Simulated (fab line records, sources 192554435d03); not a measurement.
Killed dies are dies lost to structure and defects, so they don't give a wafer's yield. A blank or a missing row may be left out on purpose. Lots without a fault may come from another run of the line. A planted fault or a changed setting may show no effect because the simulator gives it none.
A struck lot beside a sound one | flow n5_finfet | 40 steps out of a route of 1938
Sound: wafers L630.3, L630.4, L630.5. Struck: wafers L624.1, L624.2, L624.6. The cause comes at the end.
At each step with rows: each side's tool, then ch and its chambers, then its first start. Under that, the readings that differ: sound wafers | struck wafers | difference of the means | sigmas: that difference in standard deviations of wafers without a fault.
alike: readings whose means differ by less than 2 such deviations, and words and numbers that are the same on both sides. not compared: withheld readings, readings that some wafer has no value for, bounds like >300 that may hide the same value, and numbers for which the record gives no deviation and whose values overlap.
The two part at a step that has a row with sigmas, a row that says differs or no value, or rows on one side only. Numbers that don't overlap but have no deviation are shown without sigmas and don't part them. A reading that every wafer of one side lacks parts them only if that side has two wafers or more.

first, 10 steps without rows for these wafers: N5_MOL_CONTACT_COAG_DESCUM_88 (chemistry O2, time 7 s); N5_MOL_CONTACT_COAG_ETCH_89 (etches underlayer in N2/H2, target depth 13 nm, time 10.4 s); N5_MOL_CONTACT_COAG_ETCH_90 (etches SiARC in CF4, target depth 13 nm, time 21.7 s); N5_MOL_CONTACT_COAG_ALD_131 (deposits SiO2, target thk 5 nm, pulse time 1 s, co reactant pulse time 1 s); N5_MOL_CONTACT_COAG_ETCHBACK_132 (etches SiO2 in CHF3, target depth 10 nm, time 6.7 s); N5_MOL_CONTACT_COAG_ETCH_91 (etches SOC in N2/H2, target depth 60 nm, overetch 21 nm, time 101.2 s); N5_MOL_CONTACT_COAG_STRIP_92 (strips in N2/H2); N5_MOL_CONTACT_COAG_STRIP_93 (strips in N2/H2); N5_MOL_CONTACT_COAG_ETCHBACK_135 (etches SiO2 in CHF3, target depth 25 nm, time 16.7 s); N5_MOL_CONTACT_COAG_STRIP_118 (strips in CHF3).
N5_MOL_CONTACT_COAG_VIA_ETCH_46: etches SiO2 in C4F6/O2, target depth 46 nm, overetch 9.2 nm, time 40 s.
  sound on rie_diel-01 ch 0,1,3, day 10 00:08; struck on rie_diel-03 ch 0,1, day 8 09:44
  no value came back on the struck wafers for any of 7 readings (C4F6_flow_sccm (sccm), O2_flow_sccm (sccm) and others); on the sound wafers C4F6_flow_sccm (sccm) reads 9.98 10.04 10.04
  reading                                           | sound          | struck         | difference | sigmas
  model.SOC_of_MOL_CONTACT_COAG_COAT_75.thk_nm (nm) | 50.2 50.2 50.4 | 57.2 57.4 57.2 | +7.0       |
  not compared: rf_hours_counter_h
then, 1 step without rows for these wafers: N5_MOL_CONTACT_COAG_STRIP_96 (strips in N2/H2).
N5_MOL_CONTACT_COAG_ETCH_47: etches SiNx in CH3F/O2, stops on W, target depth 27 nm.
  sound on rie_diel-01 ch 0,1,3, day 10 00:15; struck on rie_diel-03 ch 0,1, day 8 09:50
  reading                    | sound             | struck         | difference | sigmas
  etch_rf_on_time_s (s)      | 30.8 30.6 31.3    | 50.8 50.8 50.8 | +19.9      | +31
  oes_product_au (a.u.)      | 0.61 0.73 0.84    | 0.34 0.27 0.34 | -0.41      | -5
  model.etch.over_etch_s (s) | 5.132 5.093 5.209 | 0 0 0          | -5         |
  alike: CH3F_flow_sccm, O2_flow_sccm, drypump_motor_current_A, rf_vpp_V, showerhead_plenum_p_Torr, throttle_valve_pct
  not compared: rf_hours_counter_h
then, 3 steps without rows for these wafers: N5_MOL_CONTACT_COAG_STRIP_119 (strips in N2/H2, time 30 s); N5_MOL_CONTACT_COAG_PRECLEAN_144 (cleans in alkaline clean, time 60 s); N5_MOL_CONTACT_COAG_SRD_145 (time 30 s).
N5_MOL_CONTACT_COAG_CD_MEAS_137: target cd 16 nm.
  sound on cd_sem-01, day 10 00:29; struck on cd_sem-01, day 8 10:04
  reading    | sound          | struck | difference                    | sigmas
  cd_nm (nm) | 16.4 16.6 16.1 | - - -  | no value on the struck wafers |
then, 20 steps without rows for these wafers: N5_MOL_CONTACT_COAG_COAT_62 (time 60 s, resist thk 60 nm); N5_MOL_CONTACT_COAG_COAT_63 (time 60 s, resist thk 10 nm); N5_MOL_CONTACT_COAG_COAT_64 (time 60 s, resist thk 10 nm); N5_MOL_CONTACT_COAG_COAT_34 (resist thk 40 nm); N5_MOL_CONTACT_COAG_EBR_36; N5_MOL_CONTACT_COAG_SOFTBAKE_35 (time 60 s); N5_MOL_CONTACT_COAG_EXPOSE_37 (exposes mask VD, defocus 0 nm); N5_MOL_CONTACT_COAG_PEB_38 (peb time 60 s); N5_MOL_CONTACT_COAG_DEVELOP_39 (develop time 30 s); N5_MOL_CONTACT_COAG_DESCUM_45 (chemistry O2, time 7 s); N5_MOL_CONTACT_COAG_ETCH_65 (etches underlayer in N2/H2, target depth 13 nm, time 10.4 s); N5_MOL_CONTACT_COAG_ETCH_66 (etches SiARC in CF4, target depth 13 nm, time 21.7 s); N5_MOL_CONTACT_COAG_ALD_133 (deposits SiO2, target thk 5 nm, pulse time 1 s, co reactant pulse time 1 s); N5_MOL_CONTACT_COAG_ETCHBACK_134 (etches SiO2 in CHF3, target depth 10 nm, time 6.7 s); N5_MOL_CONTACT_COAG_ETCH_67 (etches SOC in N2/H2, target depth 60 nm, overetch 21 nm, time 101.2 s); N5_MOL_CONTACT_COAG_STRIP_68 (strips in N2/H2); N5_MOL_CONTACT_COAG_STRIP_69 (strips in N2/H2); N5_MOL_CONTACT_COAG_ETCHBACK_136 (etches SiO2 in CHF3, target depth 25 nm, time 16.7 s); N5_MOL_CONTACT_COAG_STRIP_120 (strips in CHF3); N5_MOL_CONTACT_COAG_VIA_ETCH_117 (etches SiO2 in C4F6/O2, target depth 40 nm, overetch 8 nm, time 26 s).
N5_MOL_CONTACT_COAG_ETCH_124: etches SiNx in CH3F/O2, stops on SiOC, target depth 6.5 nm.
  sound on rie_diel-01 ch 0,3, day 10 01:34; struck on rie_diel-06 ch 1,2,3, day 8 11:37
  reading               | sound          | struck         | difference | sigmas
  oes_product_au (a.u.) | 0.58 0.70 0.58 | 0.33 0.26 0.25 | -0.34      | -4
  alike: CH3F_flow_sccm, O2_flow_sccm, drypump_motor_current_A, rf_vpp_V, showerhead_plenum_p_Torr, throttle_valve_pct
  not compared: rf_hours_counter_h
N5_BEOL_M4_RC_MEAS_101:
  the record has rows for the sound wafers here (prober-01 ch 0, day 13 12:15) and none for the struck ones
-- the record jumps here: 9 days lie between the struck wafers' starts before and after (it left off in module BEOL_M4 and takes up again in module PASSIVATION, whose first step shown is number 1936 of the route) --
N5_PASSIVATION_PROBE_49:
  the record has rows for the struck wafers here (prober-01, day 17 11:34) and none for the sound ones

WHERE THEY PART
First at N5_MOL_CONTACT_COAG_VIA_ETCH_46; last, within this record, at N5_PASSIVATION_PROBE_49.

WHY: what the simulator had put in
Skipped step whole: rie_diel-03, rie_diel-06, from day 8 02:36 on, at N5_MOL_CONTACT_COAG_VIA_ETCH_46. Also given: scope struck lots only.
